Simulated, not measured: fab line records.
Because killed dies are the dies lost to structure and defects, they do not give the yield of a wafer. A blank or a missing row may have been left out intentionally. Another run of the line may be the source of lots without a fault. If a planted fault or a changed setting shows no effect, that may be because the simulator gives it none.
Chamber matching | flow n5Finfet | N5_BEOL_M9_CURE_71 on uvCure-01 has 3 sister chambers
The step cures SiCOH lowk, time 240 s. 3 wafers are shown with their chamber, then 10 later ones without.

== EACH WAFER AND ITS CHAMBER ==
wafer  | chamber | wafer_temp_C_max
L080.5 | 1       | 387.5
L081.6 | 2       | 386.8
L086.4 | 0       | 387.3

== WAFERS WITH NO CHAMBER GIVEN ==
wafer  | wafer_temp_C_max
L086.6 | 386.7
L088.2 | 387.1
L088.4 | 386.1
L088.6 | 386.6
L090.2 | 387.4
L090.3 | 387.4
L090.5 | 387.6
L095.1 | 387.4
L095.2 | 386.6
L095.3 | 387.8

== CHAMBER TAKEN BY EACH ==
wafer  | from the rows above          | in truth
L086.6 | can't be placed: 2 or 0      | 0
L088.2 | can't be placed: 0 or 2 or 1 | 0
L088.4 | can't be placed: 2 or 0      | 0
L088.6 | can't be placed: 2 or 0      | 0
L090.2 | can't be placed: 0 or 1 or 2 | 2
L090.3 | can't be placed: 0 or 1 or 2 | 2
L090.5 | can't be placed: 1 or 0      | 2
L095.1 | can't be placed: 0 or 1 or 2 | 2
L095.2 | can't be placed: 2 or 0      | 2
L095.3 | can't be placed: 1 or 0      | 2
Correct placement for 0 of the 10. Not placeable from these rows: 10 (in 8, the candidates include the true chamber). Placed wrongly: 0.
How it was worked out, from the rows above alone: a wafer's distance from a chamber is the root of the sum, over the readings, of the square of ((its reading less the chamber's mean) divided by the reading's scatter). The wafer belongs to the nearest chamber; if the next one is less than 2 further off, it can't be placed. For every chamber, the mean is computed from those of its wafers that are shown. The scatter: root of mean squared gap, hidden wafer to nearest shown wafer, with one shown wafer a chamber.
